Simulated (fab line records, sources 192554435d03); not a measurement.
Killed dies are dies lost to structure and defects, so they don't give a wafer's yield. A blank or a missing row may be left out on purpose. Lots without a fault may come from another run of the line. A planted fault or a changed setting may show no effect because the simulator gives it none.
fab line records | flow n5_finfet
record lots=7 wafers=39
route steps=1938 shown WELL_APT@31 SD_EPI_N@278 MOL_CONTACT_COAG@537 BEOL_M1@797 BEOL_M2@912 BEOL_M3@981 BEOL_M4@1111
start_h: hours from the record's first day to the start of the lot's first wafer shown | wait_h: hours since the lot's step before | " the same as in the row above | L1.1+2: a row that stands for several wafers | - no value, or no start given | * or withheld: withheld | < > ~ a bound
route shown NAME@n: a module of which the file shows steps, and the number in the route of the first | usual: mean/standard deviation of fault-free wafers | same: alike in all rows | chamber/n: place in a boat | sites: the reading at each site | _std_site: their standard deviation | _edge_site: outer sites' mean less inner sites' | radius_mm: how far each site lies from the wafer's centre | mask NAME#n: copy n | behind: the tool/chamber that last shaped the wafer | hold: why the lot was held/for how many hours/how that ended | device: the transistor (n, p or np) that didn't switch | end of line: the same wafers' tests at the end of the route | a step without rows: its recipe alone | killed: dies lost to structure and defects at the first sort, not the wafer's yield | map: a wafer's dies, x killed, . not, _ none there
set.NAME: the setting as run; set.NAME@STEP: as run at that earlier step | model.NAME: the simulator's own value behind a step, which no gauge read
lots whose settings were changed on purpose; a table a step, a row a wafer
## steps
# step N5_WELL_APT_DESCUM_13
# recipe chemistry=O2 time_s=7.9 source_power_w=50 bias_power_w=20 pressure_mtorr=20 rf_frequency_hz=2.712e+07 temp_c=40 o2_flow_sccm=225
# step N5_SD_EPI_N_ETCH_45
# recipe chemistry=CH3F/O2 target=SiOCN target_depth_a=60 mask_material=SOC ion_energy_ev=60 bias_w=29 pressure_mtorr=15 source_w=410 Ar_flow_sccm=150 CH3F_flow_sccm=30 O2_flow_sccm=20
# step N5_MOL_CONTACT_COAG_ETCH_15
# recipe chemistry=CH3F/O2 target=SiNx target_depth_a=70 mask_material=SOC stop_on=Si:P over_etch_frac=0.75 ion_energy_ev=120 pressure_mtorr=30 source_w=395 bias_w=73 Ar_flow_sccm=150 CH3F_flow_sccm=30 O2_flow_sccm=20
# step N5_BEOL_M1_VIA_ETCH_34
# recipe chemistry=C4F6/O2 target_depth_a=678 mask_material=SOC pressure_mtorr=15 ion_energy_ev=250 taper_deg=4 time_s=64.4 source_w=350 bias_w=170 Ar_flow_sccm=300 C4F6_flow_sccm=10 O2_flow_sccm=10
# step N5_BEOL_M2_SPUTTER_88
# recipe material=Cu target_thk_a=45 temp_c=-20 chamber_pressure_pa=0.07 power_w=withheld time_s=8.29
# step N5_BEOL_M3_ETCH_41
# recipe chemistry=CH3F/O2 target=SiCN target_depth_a=299 taper_deg=2 time_s=52.5 ion_energy_ev=120 mask_material=TiN pressure_mtorr=30 source_w=395 bias_w=75 Ar_flow_sccm=150 CH3F_flow_sccm=30 O2_flow_sccm=20
# step N5_BEOL_M4_RC_MEAS_101
# usual RC_DENSE_N=19.0/0.35 RC_N=15.47/0.28 REXT_N=74.5/2.1
# columns lot.wafer tool chamber start_h wait_h set.time_s@WELL_APT_DESCUM_13 set.target_depth_a@SD_EPI_N_ETCH_45 set.target_depth_a@MOL_CONTACT_COAG_ETCH_15 set.target_depth_a@BEOL_M1_VIA_ETCH_34 set.target_thk_a@BEOL_M2_SPUTTER_88 set.target_depth_a@BEOL_M3_ETCH_41 RC_DENSE_N[ohm.um] RC_N[ohm.um] REXT_N[ohm.um]
L076.1 prober-01 0 187.88 0.0 7.9 60 37.7 678 45 299 19.1 15.49 77.3
L076.2 " 0 " " 5.02 38.53 37.7 527.7 45 145.6 19.2 15.66 80.3
L076.3 " 0 " " 5.02 38.53 70 678 45 299 19.6 16.16 79.4
L076.4 " 0 " " 7.9 60 70 678 66.88 145.6 19.4 15.57 77.0
L076.5 " 0 " " 5.02 60 70 527.7 66.88 145.6 18.5 15.21 76.7
L076.6 " 0 " " 7.9 38.53 37.7 527.7 66.88 299 19.9 16.25 81.2
L081.2 prober-02 0 234.65 0.2 7.9 60 70 678 45 299 19.5 15.83 74.0
L081.3 " 0 " " 7.9 60 70 678 45 299 19.4 15.76 74.2
L081.6 " 0 " " 7.9 60 70 678 45 299 19.4 15.78 73.6
L080.1 prober-01 0 234.87 0.0 7.9 71.86 110.9 678 69.35 441.6 18.5 15.19 71.1
L080.2 " 0 " " 5.497 60 110.9 678 45 299 19.1 15.67 73.0
L080.3 " 0 " " 5.497 71.86 70 678 45 299 18.9 15.31 71.8
L080.4 " 0 " " 5.497 60 70 678 69.35 441.6 19.1 15.80 72.7
L080.5 " 0 " " 7.9 60 70 678 69.35 299 19.6 15.91 72.1
L080.6 " 0 " " 7.9 71.86 110.9 678 45 441.6 18.6 15.14 71.8
L084.1 prober-02 0 251.22 0.0 7.9 26.28 58.71 678 45 299 19.5 15.84 80.4
L084.2 " 0 " " 11.23 60 58.71 678 45 299 18.1 14.63 74.9
L084.3 " 0 " " 7.9 26.28 58.71 678 45 447.1 20.0 16.41 81.4
L084.4 " 0 " " 7.9 60 70 678 45 299 18.7 15.24 76.6
L084.5 " 0 " " 11.23 60 70 678 45 447.1 18.4 15.22 76.3
L084.6 " 0 " " 11.23 26.28 70 678 45 447.1 20.1 16.38 82.2
L085.1 prober-01 0 263.67 0.0 7.9 60 50.74 411.1 25.83 299 19.3 15.89 71.3
L085.2 " 0 " " 7.9 60 70 411.1 45 299 19.0 15.37 71.6
L085.3 " 0 " " 3.601 60 70 678 25.83 225 18.8 15.18 71.0
L085.4 " 0 " " 7.9 60 50.74 678 25.83 299 19.4 15.92 71.5
L085.5 " 0 " " 3.601 60 50.74 411.1 45 225 19.3 15.76 70.7
L085.6 " 0 " " 3.601 60 70 678 45 225 19.0 15.45 70.8
L095.1 prober-02 0 315.03 0.0 11.45 37.67 70 821 28.09 299 19.4 15.82 78.1
L095.2 " 0 " " 11.45 60 70 678 28.09 423.2 19.2 15.72 75.8
L095.3 " 0 " " 7.9 60 70 678 45 299 19.5 15.80 75.5
L095.4 " 0 " " 7.9 60 70 821 28.09 423.2 18.7 15.17 74.5
L095.5 " 0 " " 11.45 37.67 70 678 45 423.2 19.9 16.26 78.3
L095.6 " 0 " " 7.9 37.67 70 821 45 299 19.6 15.76 77.1
L097.1 prober-02 0 331.66 0.0 7.9 26.75 70 678 52.99 299 19.6 16.02 78.2
L097.2 " 0 " " 7.9 26.75 96.24 678 52.99 299 19.7 16.07 79.3
L097.3 " 0 " " 7.9 26.75 70 678 45 299 19.6 16.03 78.9
L097.4 " 0 " " 7.9 60 96.24 678 52.99 299 18.5 15.00 74.5
L097.5 " 0 " " 7.9 60 70 678 45 299 18.8 15.47 73.8
L097.6 " 0 " " 7.9 60 96.24 678 45 299 18.6 15.17 75.1
## key
split step=N5_WELL_APT_DESCUM_13 setting=time_s stated_as=7.9
response none clear
split step=N5_SD_EPI_N_ETCH_45 setting=target_depth_a stated_as=60
response step=N5_BEOL_M4_RC_MEAS_101 reading=REXT_N slope=-0.085 per=1% together_with=all explained=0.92
response step=N5_BEOL_M4_RC_MEAS_101 reading=RC_DENSE_N slope=-0.0197 per=1% together_with=all explained=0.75
response step=N5_BEOL_M4_RC_MEAS_101 reading=RC_N slope=-0.0162 per=1% together_with=all explained=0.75
split step=N5_MOL_CONTACT_COAG_ETCH_15 setting=target_depth_a stated_as=70
response none clear
split step=N5_BEOL_M1_VIA_ETCH_34 setting=target_depth_a stated_as=678
response none clear
split step=N5_BEOL_M2_SPUTTER_88 setting=target_thk_a stated_as=45
response none clear
split step=N5_BEOL_M3_ETCH_41 setting=target_depth_a stated_as=299
response none clear
